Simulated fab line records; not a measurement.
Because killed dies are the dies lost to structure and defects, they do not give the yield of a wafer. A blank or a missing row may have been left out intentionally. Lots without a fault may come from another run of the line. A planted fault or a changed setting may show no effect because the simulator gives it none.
fab line records | flow nand_harc
record: lots: 11 wafers: 33 last_day: 24
route steps=1159 shown P_GATE@209 P_CONTACT@229
lots that met no fault: from a run of the same line without faults
start_h: start of the lot's first displayed wafer, in hours after the record's first day | wait_h: time in hours since the lot's previous step | " as in the row above | L1.1+2: a row that stands for several wafers | - value missing, or start not given | * or withheld: withheld | < > ~ a bound
route shown NAME@n: NAME is a module with steps in the file, n the number in the route of the first one | usual: mean/standard deviation of fault-free wafers | same: alike in all rows | chamber/n: place in a boat | sites: readings site by site | _std_site: how widely they spread, as a standard deviation | _edge_site: the outer-site mean with the inner-site mean subtracted | radius_mm: for every site, how far away it sits from the centre of the wafer | mask NAME#n: copy n | behind: tool/chamber where the wafer was last shaped | hold: what put the lot on hold/how long, in hours/how the hold closed | device: the n, p or np transistor that did not switch | end of line: at the end of the route, the tests of the same wafers | for a step that has no rows: nothing shown but its recipe | killed: not the wafer's yield, but the dies lost to structure and defects at the first sort | map: a wafer's dies, marking killed ones x, the rest . and places with no die _
set.NAME: the run value of the setting; set.NAME@STEP: its run value at that earlier step | model.NAME: the simulator's own value behind a step, which no gauge read
a sample of lots followed through the steps of the route, with each step as a table and each wafer as a row
services: a tool's chamber out of use, with start hour (start_h, from the record's first day; less than 0 if before it), hours out, and reason
== steps ==
step: NHARC_P_GATE_DEGAS_109
recipe: temp_c: 300 time_s: 60
usual: heater_power_w: 490/54
columns lot.wafer tool chamber start_h wait_h heater_power_w
L144.2 pvd_sputter-01 - 110.04 0.1 461
L144.1 " - " " 528
L144.6 " - " " 464
L145.1 pvd_sputter-01 - 116.22 0.1 516
L145.4 " - " " 518
L145.5 " - " " 529
L147.2 pvd_sputter-03 - 124.51 0.1 499
L147.1 " - " " 454
L147.5 " - " " 431
L154.1 pvd_sputter-01 - 173.39 0.1 511
L154.6 " - " " 507
L154.5 " - " " 453
L156.3 pvd_sputter-01 - 187.72 0.1 437
L156.1 " - " " 524
L156.5 " - " " 448
L158.4 pvd_sputter-02 - 198.63 0.1 524
L158.6 " - " " 419
L158.5 " - " " 511
L160.1 pvd_sputter-03 - 204.67 0.1 460
L160.3 " - " " 446
L160.6 " - " " 458
L159.2 pvd_sputter-01 - 205.83 0.1 514
L159.4 " - " " 495
L159.6 " - " " 480
L164.3 pvd_sputter-02 - 227.98 0.1 400
L164.6 " - " " 397
L164.5 " - " " 507
L163.3 pvd_sputter-02 - 228.53 0.1 605
L163.4 " - " " 527
L163.6 " - " " 512
L166.1 pvd_sputter-03 - 244.21 0.1 488
L166.2 " - " " 455
L166.6 " - " " 435
step: NHARC_P_CONTACT_EXPOSE_09
recipe: na: 1.35 target_cd_nm: 90 dose_mj: 81.26 mask_id: P_CA
usual: focus_offset_nm: 0.1/0.59 stage_vel_mm_s: 499.92/0.26
columns lot.wafer tool chamber start_h wait_h mask focus_offset_nm stage_vel_mm_s
L144.1 arfi_scanner-03 0 112.45 - P_CA#0 0.7 499.76
L144.2 " 0 " " P_CA#0 0.2 499.79
L144.6 " 0 " " P_CA#0 0.8 499.96
L145.1 arfi_scanner-02 0 118.69 - P_CA#0 -0.5 500.01
L145.4 " 0 " " P_CA#0 0.4 500.11
L145.5 " 0 " " P_CA#0 0.4 499.74
L147.1 arfi_scanner-03 0 126.81 - P_CA_R1#0 0.7 500.19
L147.2 " 0 " " P_CA_R1#0 -0.2 499.75
L147.5 " 0 " " P_CA_R1#0 -0.5 499.80
L154.1 arfi_scanner-02 0 175.81 - P_CA#0 0.3 500.40
L154.5 " 0 " " P_CA#0 0.8 500.05
L154.6 " 0 " " P_CA#0 1.3 500.34
L156.1 arfi_scanner-03 0 190.03 - P_CA#0 1.2 499.94
L156.3 " 0 " " P_CA#0 1.6 499.88
L156.5 " 0 " " P_CA#0 0.9 500.31
L158.4 arfi_scanner-03 0 201.04 - P_CA#0 0.2 500.02
L158.5 " 0 " " P_CA#0 0.0 499.70
L158.6 " 0 " " P_CA#0 0.4 499.92
L160.1 arfi_scanner-03 0 207.40 - P_CA#0 0.0 500.16
L160.3 " 0 " " P_CA#0 -0.9 500.14
L160.6 " 0 " " P_CA#0 -0.1 500.12
L159.2 arfi_scanner-02 0 209.04 - P_CA#0 -0.7 500.23
L159.4 " 0 " " P_CA#0 0.3 500.37
L159.6 " 0 " " P_CA#0 0.6 500.13
L164.3 arfi_scanner-02 0 231.08 - P_CA#0 0.3 500.10
L164.5 " 0 " " P_CA#0 -0.2 500.28
L164.6 " 0 " " P_CA#0 -0.7 500.08
L163.3 arfi_scanner-03 0 231.47 - P_CA#0 0.1 499.73
L163.4 " 0 " " P_CA#0 0.5 500.06
L163.6 " 0 " " P_CA#0 0.5 499.59
L166.1 arfi_scanner-02 0 246.66 - P_CA#0 0.0 499.91
L166.2 " 0 " " P_CA#0 0.6 499.91
L166.6 " 0 " " P_CA#0 -1.0 500.08
step: NHARC_P_CONTACT_CD_MEAS_12
recipe: target_cd_nm: 90 landing_energy_ev: 500
usual: cd_nm: 89.7/0.72
columns lot.wafer tool chamber start_h wait_h cd_nm
L144.1 cd_sem-03 0 112.59 - 90.1
L144.2 " 0 " " 89.7
L144.6 " 0 " " 90.7
L145.1 cd_sem-03 0 118.83 - 90.0
L145.4 " 0 " " 89.8
L145.5 " 0 " " 88.9
L147.1 cd_sem-02 0 126.95 - 84.2
L147.2 " 0 " " 84.7
L147.5 " 0 " " 84.2
L154.1 cd_sem-01 0 175.95 - 89.7
L154.5 " 0 " " 89.6
L154.6 " 0 " " 90.7
L156.1 cd_sem-03 0 190.17 - 88.4
L156.3 " 0 " " 88.6
L156.5 " 0 " " 90.0
L158.4 cd_sem-02 0 201.17 - 88.9
L158.5 " 0 " " 89.2
L158.6 " 0 " " 88.2
L160.1 cd_sem-02 0 207.54 - 90.0
L160.3 " 0 " " 89.7
L160.6 " 0 " " 89.2
L159.2 cd_sem-01 0 209.17 - 89.6
L159.4 " 0 " " 89.6
L159.6 " 0 " " 89.8
L164.3 cd_sem-02 0 231.22 - 90.0
L164.5 " 0 " " 90.1
L164.6 " 0 " " 91.3
L163.3 cd_sem-01 0 231.61 - 89.5
L163.4 " 0 " " 89.1
L163.6 " 0 " " 88.6
L166.1 cd_sem-03 0 246.80 - 89.1
L166.2 " 0 " " 88.9
L166.6 " 0 " " 90.0
step: NHARC_P_CONTACT_DESCUM_17
recipe: time_s: 3 o2_flow_sccm: 200 ar_flow_sccm: 0 bias_power_w: 0 chemistry: O2
usual: drypump_motor_current_A: 5.9/0.53 oes_product_au: 0.996/0.011 rf_vpp_V: 57.6/0.94 showerhead_plenum_p_Torr: 1.89/0.073 throttle_valve_pct: 11.310/0.0091
columns lot.wafer tool chamber start_h wait_h drypump_motor_current_A oes_product_au rf_hours_counter_h rf_vpp_V showerhead_plenum_p_Torr throttle_valve_pct
L144.1 rie_diel-05 1 112.78 0.1 6.4 0.984 13 58.7 2.01 11.311
L144.2 " 3 " " 6.2 0.991 14 57.8 1.85 11.324
L144.6 " 2 " " 5.5 0.993 - 59.1 2.00 11.297
L145.1 rie_diel-05 2 119.03 0.1 5.4 0.989 15 56.9 2.00 11.314
L145.4 " 3 " " 6.2 0.984 15 57.4 1.85 11.306
L145.5 " 0 " " 6.4 0.980 - 57.4 1.92 11.324
L147.2 rie_diel-05 3 127.14 0.1 6.2 0.987 16 58.4 1.85 11.321
L147.1 " 1 " " 6.3 0.993 14 58.9 2.01 11.318
L147.5 " 3 " " 6.2 0.991 - 58.1 1.85 11.318
L154.1 rie_diel-05 3 176.15 0.1 6.2 0.997 0 57.9 1.85 11.312
L154.6 " 2 " " 5.5 0.992 - 58.6 1.99 11.298
L154.5 " 3 " " 6.2 0.989 - 56.0 1.85 11.311
L156.3 rie_diel-05 0 190.35 0.1 6.4 0.981 2 56.8 1.92 11.336
L156.1 " 2 " " 5.4 0.991 1 57.0 1.99 11.313
L156.5 " 1 " " 6.4 0.979 - 58.3 2.01 11.316
L158.4 rie_diel-01 3 201.36 0.1 5.9 1.003 6 57.1 1.83 11.314
L158.6 " 3 " " 5.9 0.998 - 58.3 1.83 11.314
L158.5 " 0 " " 5.3 0.999 - 58.0 1.80 11.316
L160.3 rie_diel-05 1 207.72 0.1 6.4 0.978 4 58.6 2.01 11.303
L160.1 " 2 " " 5.5 0.996 3 56.9 1.99 11.311
L160.6 " 0 " " 6.4 0.978 - 57.1 1.92 11.304
L159.4 rie_diel-01 0 209.37 0.1 5.3 0.998 6 56.2 1.80 11.303
L159.2 " 2 " " 5.0 1.002 5 57.5 1.86 11.316
L159.6 " 3 " " 5.9 1.006 - 57.4 1.83 11.305
L164.3 rie_diel-08 3 231.40 0.1 5.2 1.003 38 58.4 1.88 11.308
L164.5 " 3 " " 5.2 0.994 - 57.2 1.88 11.308
L164.6 " 2 " " 5.8 1.015 - 56.2 1.80 11.296
L163.3 rie_diel-01 3 231.80 0.1 5.9 1.002 8 57.9 1.83 11.307
L163.4 " 0 " " 5.3 1.000 8 57.7 1.80 11.304
L163.6 " 3 " " 5.9 1.004 - 57.5 1.83 11.314
L166.2 rie_diel-01 1 246.99 0.1 6.6 1.011 9 56.9 1.89 11.303
L166.1 " 2 " " 5.0 1.005 8 57.5 1.86 11.314
L166.6 " 0 " " 5.3 0.991 - 57.2 1.80 11.319
step: NHARC_P_CONTACT_ETCH_36
recipe: target_depth_a: 2600 over_etch_frac: 0.25 time_s: 406.25 ion_energy_ev: 200 n2_flow_sccm: 150 h2_flow_sccm: 150 ar_flow_sccm: 0 rf_w: 400 bias_w: 150 chemistry: N2/H2
usual: drypump_motor_current_A: 5.9/0.56 oes_product_au: 0.995/0.012 rf_vpp_V: 430.0/2.3 showerhead_plenum_p_Torr: 2.02/0.079 throttle_valve_pct: 14.171/0.0091
columns lot.wafer tool chamber start_h wait_h drypump_motor_current_A oes_product_au rf_hours_counter_h rf_vpp_V showerhead_plenum_p_Torr throttle_valve_pct
L144.1 rie_diel-05 1 - - 6.4 0.989 13 432.7 2.15 14.167
L144.2 " 2 " " 5.5 0.974 14 433.0 2.13 14.173
L144.6 " 3 " " 6.2 0.979 - 428.4 1.98 14.154
L145.1 rie_diel-05 0 - - 6.4 0.983 9 430.2 2.05 14.161
L145.4 " 1 " " 6.3 0.986 13 433.6 2.15 14.159
L145.5 " 0 " " 6.4 0.982 - 431.3 2.05 14.170
L147.1 rie_diel-05 0 - - 6.4 0.988 11 431.0 2.05 14.181
L147.2 " 2 " " 5.4 1.000 16 434.1 2.13 14.178
L147.5 " 0 " " 6.4 0.982 - 431.8 2.05 14.165
L154.1 rie_diel-05 1 - - 6.4 0.974 0 434.7 2.15 14.191
L154.6 " 3 " " 6.2 0.980 - 430.1 1.97 14.176
L154.5 " 0 " " 6.4 0.982 - 430.8 2.05 14.163
L156.3 rie_diel-05 3 - - 6.2 0.982 2 427.5 1.97 14.175
L156.1 " 0 " " 6.4 0.983 2 431.1 2.05 14.171
L156.5 " 2 " " 5.5 0.999 - 433.0 2.13 14.179
L158.4 rie_diel-01 0 - - 5.3 1.013 6 427.5 1.91 14.188
L158.6 " 1 " " 6.6 1.007 - 431.0 2.02 14.175
L158.5 " 2 " " 5.1 1.009 - 428.8 1.98 14.169
L160.1 rie_diel-05 2 - - 5.5 0.987 3 434.6 2.13 14.164
L160.3 " 1 " " 6.3 0.977 4 434.2 2.15 14.192
L160.6 " 2 " " 5.5 0.996 - 431.5 2.13 14.165
L159.2 rie_diel-01 1 - - 6.6 1.004 6 430.9 2.02 14.172
L159.4 " 2 " " 5.1 1.003 5 427.2 1.98 14.175
L159.6 " 1 " " 6.6 1.001 - 429.6 2.02 14.150
L163.3 rie_diel-01 3 - - 5.9 1.003 8 427.3 1.94 14.181
L163.4 " 0 " " 5.3 1.001 8 427.3 1.91 14.163
L163.6 " 1 " " 6.6 0.996 - 430.2 2.02 14.161
L164.3 rie_diel-08 3 - - 5.2 0.997 38 429.6 2.01 14.168
L164.6 " 2 " " 5.8 1.014 - 428.0 1.91 14.175
L164.5 " 3 " " 5.2 0.996 - 428.2 2.01 14.181
L166.2 rie_diel-01 0 - - 5.3 1.008 10 426.8 1.91 14.151
L166.1 " 1 " " 6.7 1.006 9 428.8 2.02 14.165
L166.6 " 1 " " 6.6 1.001 - 431.1 2.02 14.161
== services ==
columns tool chamber start_h hours kind
rie_diel-05 0 91.78 12.0 repair
rie_diel-05 1 101.82 9.5 repair
pvd_sputter-03 - 102.00 10.0 pm
pvd_sputter-03 - 113.67 3.1 repair
rie_diel-08 - 124.88 9.0 pm
pvd_sputter-01 - 131.86 4.7 repair
arfi_scanner-03 - 135.11 0.3 repair
rie_diel-01 - 137.80 9.0 pm
arfi_scanner-03 - 140.00 4.0 pm
pvd_sputter-01 - 145.07 0.5 repair
pvd_sputter-03 - 145.44 7.4 repair
rie_diel-05 2 154.67 5.7 repair
arfi_scanner-02 - 154.99 0.7 repair
pvd_sputter-01 - 158.01 10.0 pm
arfi_scanner-03 - 158.70 4.5 repair
arfi_scanner-02 - 160.71 1.0 repair
rie_diel-05 - 163.60 9.0 pm
pvd_sputter-03 - 180.58 0.6 repair
rie_diel-05 3 202.44 21.7 repair
rie_diel-08 1 212.14 10.4 repair
pvd_sputter-02 - 214.00 10.0 pm
pvd_sputter-01 - 214.17 1.6 repair
pvd_sputter-03 - 227.65 5.1 repair
rie_diel-05 - 229.85 4.7 repair
== key ==
first_sign: step: NHARC_P_CONTACT_EXPOSE_09 reading: mask direction: changed
effect: step: NHARC_P_CONTACT_CD_MEAS_12 reading: cd_nm direction: down sigmas: 7.4 usual: 89.7 struck: 84.4
met_at NHARC_P_CONTACT_EXPOSE_09
struck_lots L147
tester_left_out L147
not_acting_at NHARC_P_GATE_DEGAS_109,NHARC_P_CONTACT_DESCUM_17,NHARC_P_CONTACT_ETCH_36
onset_between 112.45 126.81
fault: kind: wrong_mask tool: any chamber: - onset_h: 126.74 steps: NHARC_P_CONTACT_EXPOSE_09 aux_copy: P_CA_R1#0 cd_offset_nm: -5.3914 scope: struck_lots_only
tester_left_out: of these lots the tester's yield and bins aren't shown, on N5 and GAA mostly nor the transistor test; their killed dies are dies lost to structure and defects alone, not to doping, threshold or leakage, so they don't give the yield
